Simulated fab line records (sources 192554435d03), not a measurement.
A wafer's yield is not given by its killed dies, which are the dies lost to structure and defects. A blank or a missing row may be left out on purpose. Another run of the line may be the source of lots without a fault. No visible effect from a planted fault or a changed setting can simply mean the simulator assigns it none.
fab line records | flow n5-finfet | part 2 of 2: steps 17 to 27 of 27
record lots=5 | wafers=15 | last-day=21
route steps=1938 shown BEOL_M2@875
lots with no fault: from the same line, run without faults
start-h: start of the lot's first displayed wafer, in hours after the record's first day | wait-h: how many hours have passed since the lot's step before this one | " the same as in the row above | L1.1+2: a row that stands for several wafers | - either no value or no given start | * or withheld: withheld | < > ~ a bound
route shown NAME@n: NAME is a module with steps in the file, n the number in the route of the first one | usual: the fault-free wafers' mean and standard deviation | same: alike in all rows | chamber/n: place in a boat | sites: per-site readings | _std_site: their standard deviation | _edge_site: mean of outer sites minus mean of inner sites | radius-mm: how far each site lies from the wafer's centre | mask NAME#n: copy n | behind: the last tool/chamber to shape the wafer | hold: reason for holding the lot/hours on hold/outcome of the hold | device: names the non-switching transistor (n, p or np) | end of line: the route-end tests of the same wafers | a step with no rows: only its recipe | killed: dies lost to structure and defects at the first sort, not the wafer's yield | map: the dies of a wafer, with x for killed, . for not killed, _ for no die there
set.NAME: the run value of the setting; set.NAME@STEP: its run value at that earlier step | model.NAME: the simulator's own value behind a step, which no gauge read
a table for each step, a row for each wafer; lots at some steps of the route
services: when a tool's chamber went out of use (start-h, in hours from the record's first day, below 0 if earlier), for how many hours, and the reason
## steps
# step N5_BEOL_M2_ETCH_41
# recipe chemistry=CH3F/O2 | target=SiCN | target-depth-a=299 | taper-deg=2 | time-s=52.5 | ion-energy-ev=120 | mask-material=TiN | pressure-mtorr=30 | source-w=395 | bias-w=75 | Ar_flow_sccm=150 | CH3F_flow_sccm=30 | O2_flow_sccm=20
# usual CH3F_flow_sccm=29.99/0.082 | drypump-motor-current-A=5.9/0.42 | oes-product-au=0.80/0.082 | rf-vpp-V=298.0/1.3 | showerhead-plenum-p-Torr=2.04/0.068 | throttle-valve-pct=16.20/0.14
lot.wafer | tool        | chamber | start-h | wait-h | CH3F_flow_sccm | drypump-motor-current-A | oes-product-au | rf-hours-counter-h | rf-vpp-V | showerhead-plenum-p-Torr | throttle-valve-pct
L082.2    | rie-diel-01 | 3       | -       | -      | 30.02          | 6.4                     | 0.72           | 192                | 296.2    | 1.98                     | 16.10
L082.4    | "           | 3       | "       | "      | 29.94          | 6.4                     | 0.72           | -                  | 297.1    | 1.98                     | 16.09
L082.5    | "           | 0       | "       | "      | 30.07          | 6.2                     | 0.79           | -                  | 297.8    | 2.12                     | 16.32
L083.3    | rie-diel-05 | 1       | -       | -      | 29.81          | 6.1                     | 0.90           | 38                 | 299.4    | 2.12                     | 16.34
L083.4    | "           | 0       | "       | "      | 30.14          | 5.7                     | 0.80           | 81                 | 298.9    | 2.11                     | 16.04
L083.6    | "           | 0       | "       | "      | 29.99          | 5.7                     | 0.80           | -                  | 298.9    | 2.11                     | 16.07
L089.3    | rie-diel-04 | 2       | -       | -      | 29.97          | 5.7                     | 0.75           | 142                | 297.1    | 2.00                     | 16.23
L089.4    | "           | 0       | "       | "      | 29.98          | 5.1                     | 0.92           | -                  | 296.5    | 1.94                     | 16.06
L089.6    | "           | 1       | "       | "      | 29.94          | 6.3                     | 0.89           | -                  | 296.8    | 2.05                     | 16.35
L093.2    | rie-diel-01 | 2       | -       | -      | 29.92          | 5.6                     | 0.70           | 226                | 297.1    | 1.98                     | 16.29
L093.4    | "           | 3       | "       | "      | 30.06          | 6.4                     | 0.69           | 216                | 296.5    | 1.97                     | 16.15
L093.5    | "           | 1       | "       | "      | 29.99          | 6.0                     | 0.91           | -                  | 298.2    | 1.95                     | 16.09
L097.1    | rie-diel-05 | 1       | -       | -      | 29.99          | 6.2                     | 0.84           | 75                 | 298.5    | 2.11                     | 16.40
L097.4    | "           | 3       | "       | "      | 30.04          | 6.7                     | 0.81           | 81                 | 300.2    | 2.12                     | 16.22
L097.5    | "           | 1       | "       | "      | 30.03          | 6.2                     | 0.84           | -                  | 299.3    | 2.11                     | 16.42
# step N5_BEOL_M2_STRIP_97
# recipe chemistry=N2/H2 | time-s=10 | power-w=450 | temp-c=40 | pressure-mtorr=20 | rf-frequency-hz=6e+07 | bias-power-w=7 | n2-flow-sccm=200 | h2-flow-sccm=200
# usual drypump-motor-current-A=5.9/0.42 | oes-product-au=0.80/0.08 | rf-vpp-V=59.4/0.8 | showerhead-plenum-p-Torr=2.59/0.078 | throttle-valve-pct=23.6/0.4
lot.wafer | tool        | chamber | start-h | wait-h | drypump-motor-current-A | oes-product-au | rf-hours-counter-h | rf-vpp-V | showerhead-plenum-p-Torr | throttle-valve-pct
L082.2    | rie-diel-01 | 3       | -       | -      | 6.4                     | 0.74           | 192                | 59.2     | 2.52                     | 23.3
L082.4    | "           | 3       | "       | "      | 6.4                     | 0.73           | -                  | 59.9     | 2.52                     | 23.3
L082.5    | "           | 0       | "       | "      | 6.2                     | 0.80           | -                  | 59.5     | 2.70                     | 24.1
L083.3    | rie-diel-05 | 1       | -       | -      | 6.2                     | 0.90           | 38                 | 57.5     | 2.71                     | 24.3
L083.4    | "           | 0       | "       | "      | 5.7                     | 0.79           | 81                 | 59.9     | 2.65                     | 22.9
L083.6    | "           | 0       | "       | "      | 5.7                     | 0.79           | -                  | 59.5     | 2.65                     | 22.9
L089.3    | rie-diel-04 | 2       | -       | -      | 5.7                     | 0.76           | 142                | 58.3     | 2.53                     | 23.6
L089.4    | "           | 0       | "       | "      | 5.1                     | 0.92           | -                  | 58.8     | 2.50                     | 23.6
L089.6    | "           | 1       | "       | "      | 6.3                     | 0.91           | -                  | 58.5     | 2.60                     | 24.1
L093.2    | rie-diel-01 | 2       | -       | -      | 5.6                     | 0.69           | 226                | 58.6     | 2.52                     | 23.4
L093.4    | "           | 3       | "       | "      | 6.4                     | 0.72           | 216                | 60.9     | 2.51                     | 23.3
L093.5    | "           | 1       | "       | "      | 6.0                     | 0.92           | -                  | 59.1     | 2.48                     | 23.9
L097.1    | rie-diel-05 | 1       | -       | -      | 6.2                     | 0.85           | 75                 | 60.3     | 2.69                     | 24.3
L097.4    | "           | 3       | "       | "      | 6.7                     | 0.79           | 81                 | 59.1     | 2.66                     | 23.2
L097.5    | "           | 1       | "       | "      | 6.2                     | 0.85           | -                  | 59.3     | 2.69                     | 24.3
# step N5_BEOL_M2_OCD_MEAS_38
# usual trench-depth-nm=55.6/1.1
lot.wafer | tool   | chamber | start-h | wait-h | trench-depth-nm
L082.2    | ocd-02 | -       | 232.53  | -      | 53.9
L082.4    | "      | -       | "       | "      | 54.5
L082.5    | "      | -       | "       | "      | 54.2
L083.3    | ocd-02 | -       | 235.54  | -      | 58.1
L083.4    | "      | -       | "       | "      | 56.5
L083.6    | "      | -       | "       | "      | 56.1
L089.3    | ocd-01 | -       | 272.54  | -      | 55.4
L089.4    | "      | -       | "       | "      | 55.6
L089.6    | "      | -       | "       | "      | 55.9
L093.2    | ocd-02 | -       | 298.08  | -      | 55.5
L093.4    | "      | -       | "       | "      | 53.7
L093.5    | "      | -       | "       | "      | 55.9
L097.1    | ocd-01 | -       | 327.04  | -      | 57.4
L097.4    | "      | -       | "       | "      | 55.3
L097.5    | "      | -       | "       | "      | 56.9
# step N5_BEOL_M2_HM_STRIP_39
# recipe chemistry=peroxide-tin-strip | material=TiN | target-depth-a=250 | temp-c=50 | time-s=158
lot.wafer  | tool         | chamber | start-h | wait-h
L082.2+4+5 | wet-bench-01 | 5,6,1   | 232.56  | 0.0
L083.3+4+6 | wet-bench-06 | 6,4,0   | 235.57  | 0.0
L089.3+4+6 | wet-bench-04 | 0,2,6   | 272.58  | 0.0
L093.2+4+5 | wet-bench-06 | 7,3,5   | 298.12  | 0.0
L097.1+4+5 | wet-bench-06 | 1,3,7   | 327.07  | 0.0
# step N5_BEOL_M2_SRD_40
# recipe time-s=30 | temp-c=23 | rinse-liquid=diw | dry=ipa-marangoni
lot.wafer  | tool         | chamber | start-h | wait-h
L082.2+4+5 | wet-bench-01 | 5,6,1   | 232.61  | 0.0
L083.3+4+6 | wet-bench-06 | 6,4,0   | 235.62  | 0.0
L089.3+4+6 | wet-bench-04 | 0,2,6   | 272.63  | 0.0
L093.2+4+5 | wet-bench-06 | 7,3,5   | 298.16  | 0.0
L097.1+4+5 | wet-bench-06 | 1,3,7   | 327.12  | 0.0
# step N5_BEOL_M2_PRECLEAN_42
# recipe chemistry=residue-remover | time-s=60 | temp-c=40
lot.wafer  | tool         | chamber | start-h | wait-h
L082.2+4+5 | wet-bench-01 | 5,6,1   | 232.63  | 0.0
L083.3+4+6 | wet-bench-06 | 6,4,0   | 235.64  | 0.0
L089.3+4+6 | wet-bench-04 | 0,2,6   | 272.65  | 0.0
L093.2+4+5 | wet-bench-06 | 7,3,5   | 298.18  | 0.0
L097.1+4+5 | wet-bench-06 | 1,3,7   | 327.13  | 0.0
# step N5_BEOL_M2_SRD_43
# recipe time-s=30 | temp-c=23 | rinse-liquid=diw | dry=ipa-marangoni
lot.wafer  | tool         | chamber | start-h | wait-h
L082.2+4+5 | wet-bench-01 | 5,6,1   | 232.64  | 0.0
L083.3+4+6 | wet-bench-06 | 6,4,0   | 235.65  | 0.0
L089.3+4+6 | wet-bench-04 | 0,2,6   | 272.66  | 0.0
L093.2+4+5 | wet-bench-06 | 7,3,5   | 298.20  | 0.0
L097.1+4+5 | wet-bench-06 | 1,3,7   | 327.15  | 0.0
# step N5_BEOL_M2_CD_MEAS_35
# recipe target-cd-nm=18 | target-cd-y-nm=22.2 | polarity=opening
# usual cd-nm=18.1/0.41
lot.wafer | tool      | chamber | start-h | wait-h | cd-nm
L082.2    | cd-sem-02 | -       | 232.68  | 0.0    | 17.2
L082.4    | "         | -       | "       | "      | 17.7
L082.5    | "         | -       | "       | "      | 18.2
L083.3    | cd-sem-03 | -       | 235.70  | 0.0    | 18.4
L083.4    | "         | -       | "       | "      | 18.5
L083.6    | "         | -       | "       | "      | 17.4
L089.3    | cd-sem-02 | -       | 272.71  | 0.0    | 18.6
L089.4    | "         | -       | "       | "      | 18.6
L089.6    | "         | -       | "       | "      | 18.5
L093.2    | cd-sem-02 | -       | 298.24  | 0.0    | 18.1
L093.4    | "         | -       | "       | "      | 18.0
L093.5    | "         | -       | "       | "      | 17.8
L097.1    | cd-sem-02 | -       | 327.19  | 0.0    | 17.9
L097.4    | "         | -       | "       | "      | 18.3
L097.5    | "         | -       | "       | "      | 18.0
# step N5_BEOL_M2_DEGAS_44
# recipe ambient=vacuum | temp-c=250 | time-s=60
# usual heater-power-w=329/47
lot.wafer | tool           | chamber | start-h | wait-h | heater-power-w
L082.2    | pvd-sputter-02 | -       | 234.27  | 1.6    | 311
L082.4    | "              | -       | "       | "      | 270
L082.5    | "              | -       | "       | "      | 415
L083.3    | pvd-sputter-01 | -       | 236.46  | 0.8    | 301
L083.4    | "              | -       | "       | "      | 302
L083.6    | "              | -       | "       | "      | 395
L089.3    | pvd-sputter-02 | -       | 272.89  | 0.2    | 413
L089.4    | "              | -       | "       | "      | 310
L089.6    | "              | -       | "       | "      | 308
L093.2    | pvd-sputter-01 | -       | 298.44  | 0.2    | 275
L093.4    | "              | -       | "       | "      | 311
L093.5    | "              | -       | "       | "      | 312
L097.1    | pvd-sputter-01 | -       | 327.79  | 0.6    | 280
L097.4    | "              | -       | "       | "      | 303
L097.5    | "              | -       | "       | "      | 278
# step N5_BEOL_M2_PRE_CLEAN_45
# recipe gas=H2/He | time-s=30 | temp-c=250
# usual heater-power-w=328/46
lot.wafer | tool           | chamber | start-h | wait-h | heater-power-w
L082.2    | pvd-sputter-02 | -       | 234.31  | 0.0    | 318
L082.4    | "              | -       | "       | "      | 267
L082.5    | "              | -       | "       | "      | 400
L083.3    | pvd-sputter-01 | -       | 236.50  | 0.0    | 300
L083.4    | "              | -       | "       | "      | 315
L083.6    | "              | -       | "       | "      | 396
L089.3    | pvd-sputter-02 | -       | 272.93  | 0.0    | 408
L089.4    | "              | -       | "       | "      | 314
L089.6    | "              | -       | "       | "      | 297
L093.2    | pvd-sputter-01 | -       | 298.48  | 0.0    | 276
L093.4    | "              | -       | "       | "      | 316
L093.5    | "              | -       | "       | "      | 314
L097.1    | pvd-sputter-01 | -       | 327.83  | 0.0    | 283
L097.4    | "              | -       | "       | "      | 308
L097.5    | "              | -       | "       | "      | 276
# step N5_BEOL_M2_ALD_84
# recipe material=TaN | target-thk-a=* | temp-c=275 | ald-precursor-family=PDMAT | ald-co-reactant=NH3 | pressure-torr=3 | carrier-flow-sccm=1500 | pulse-time-s=2 | purge-time-s=3 | co-reactant-purge-time-s=2 | co-reactant-pulse-time-s=3 | ald-cycles=30 | precursor-vessel-temp-c=75 | precursor-vessel-pressure-torr=26.25 | precursor-vessel-carrier-sccm=1000
# usual heater-power-w=420/45 | precursor-vessel-pressure-torr=26.25/0.052
# same co-reactant-purge-time-s=2
lot.wafer | tool         | chamber | start-h | wait-h | heater-power-w | precursor-vessel-pressure-torr | since-wet-clean-h
L082.2    | ald-metal-03 | 1       | 234.37  | 0.0    | 373            | 26.25                          | 4513
L082.4    | "            | 2       | "       | "      | 396            | 26.20                          | 4513
L082.5    | "            | 2       | "       | "      | 382            | 26.26                          | -
L083.3    | ald-metal-03 | 3       | 236.58  | 0.1    | 464            | 26.18                          | 4515
L083.4    | "            | 1       | "       | "      | 372            | 26.20                          | 4515
L083.6    | "            | 1       | "       | "      | 369            | 26.24                          | -
L089.3    | ald-metal-03 | 0       | 272.99  | 0.0    | 464            | 26.20                          | 4551
L089.4    | "            | 3       | "       | "      | 471            | 26.29                          | 4551
L089.6    | "            | 1       | "       | "      | 378            | 26.24                          | -
L093.2    | ald-metal-02 | 0       | 298.64  | 0.1    | 353            | 26.30                          | 6115
L093.4    | "            | 1       | "       | "      | 472            | 26.27                          | 6115
L093.5    | "            | 0       | "       | "      | 350            | 26.24                          | -
L097.1    | ald-metal-03 | 2       | 327.89  | 0.0    | 378            | 26.16                          | 4606
L097.4    | "            | 3       | "       | "      | 471            | 26.32                          | 4606
L097.5    | "            | 3       | "       | "      | 462            | 26.28                          | -
## services
tool           | chamber | start-h | hours | kind
rie-diel-01    | 3       | 166.05  | 3.5   | repair
ald-sin-04     | -       | 171.41  | 6.1   | pm
ald-sin-03     | -       | 176.77  | 14.0  | pm
ald-sin-02     | 3       | 198.27  | 6.7   | repair
rie-diel-04    | 1       | 200.64  | 69.6  | repair
rie-diel-04    | 3       | 203.83  | 8.1   | repair
ald-metal-03   | -       | 207.08  | 6.0   | pm
rie-diel-01    | -       | 214.57  | 2.8   | pm
rie-diel-01    | 1       | 219.36  | -     | clean
rie-diel-01    | 1       | 219.36  | -     | consumable-replace:focus-ring
ald-sin-02     | -       | 241.88  | 6.1   | pm
rie-diel-05    | 0       | 250.34  | 11.5  | repair
pvd-sputter-02 | -       | 256.23  | 2.3   | repair
ald-metal-03   | 2       | 264.01  | 4.8   | repair
rie-diel-05    | 0       | 265.71  | 1.2   | repair
ald-sin-04     | -       | 268.33  | 14.0  | pm
ald-sin-02     | 3       | 270.16  | 6.5   | repair
rie-diel-01    | 1       | 271.01  | 14.9  | repair
ald-sin-03     | 3       | 283.07  | 3.2   | repair
rie-diel-04    | -       | 287.48  | 28.1  | pm
ald-sin-02     | -       | 295.08  | 0.6   | repair
ald-metal-03   | 2       | 310.32  | 1.9   | repair
rie-diel-01    | 1       | 310.36  | 2.1   | repair
ald-sin-02     | -       | 322.81  | 14.6  | pm
